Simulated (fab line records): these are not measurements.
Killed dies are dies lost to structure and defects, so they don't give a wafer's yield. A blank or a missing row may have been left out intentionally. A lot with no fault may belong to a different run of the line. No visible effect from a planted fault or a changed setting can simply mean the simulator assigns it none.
Matching of chambers || flow n5 finfet || rie diel-03 running N5_FIN_CUT_STRIP_22: 4 sister chambers
The step strips in N2/H2. 4 wafers are shown with their chamber, then 8 later ones without.

== EACH WAFER AND ITS CHAMBER ==
{"wafer": "L082.3", "chamber": 3, "showerhead plenum p Torr (Torr)": 3.27}
{"wafer": "L086.3", "chamber": 2, "showerhead plenum p Torr (Torr)": 3.43}
{"wafer": "L086.5", "chamber": 0, "showerhead plenum p Torr (Torr)": 3.30}
{"wafer": "L089.4", "chamber": 1, "showerhead plenum p Torr (Torr)": 3.47}

== WAFERS MISSING THEIR CHAMBER ==
{"wafer": "L089.5", "showerhead plenum p Torr (Torr)": 3.43}
{"wafer": "L089.6", "showerhead plenum p Torr (Torr)": 3.47}
{"wafer": "L090.3", "showerhead plenum p Torr (Torr)": 3.43}
{"wafer": "L090.5", "showerhead plenum p Torr (Torr)": 3.26}
{"wafer": "L090.6", "showerhead plenum p Torr (Torr)": 3.43}
{"wafer": "L093.1", "showerhead plenum p Torr (Torr)": 3.42}
{"wafer": "L093.4", "showerhead plenum p Torr (Torr)": 3.26}
{"wafer": "L093.5", "showerhead plenum p Torr (Torr)": 3.29}

== THE CHAMBER EACH PASSED THROUGH ==
{"wafer": "L089.5", "from the rows above": 2, "in truth": 2}
{"wafer": "L089.6", "from the rows above": 1, "in truth": 1}
{"wafer": "L090.3", "from the rows above": 2, "in truth": 2}
{"wafer": "L090.5", "from the rows above": 3, "in truth": 3}
{"wafer": "L090.6", "from the rows above": 2, "in truth": 2}
{"wafer": "L093.1", "from the rows above": 2, "in truth": 2}
{"wafer": "L093.4", "from the rows above": 3, "in truth": 3}
{"wafer": "L093.5", "from the rows above": "can't be placed: 0 or 3", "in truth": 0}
Placed correctly: 7 of 8. From these rows, 1 cannot be placed; in 1 the true chamber is one of the candidates. 0 placed wrongly.
How it was worked out, from the rows above alone: a wafer's distance from a chamber is the root of the sum, over the readings, of the square of ((its reading less the chamber's mean) divided by the reading's scatter). If the next closest chamber is less than 2 further off than the closest, the wafer can't be placed; otherwise it belongs to the closest. Each chamber's mean is taken over the wafers shown for it. The scatter: root of mean squared gap, hidden wafer to nearest shown wafer, with one shown wafer a chamber.
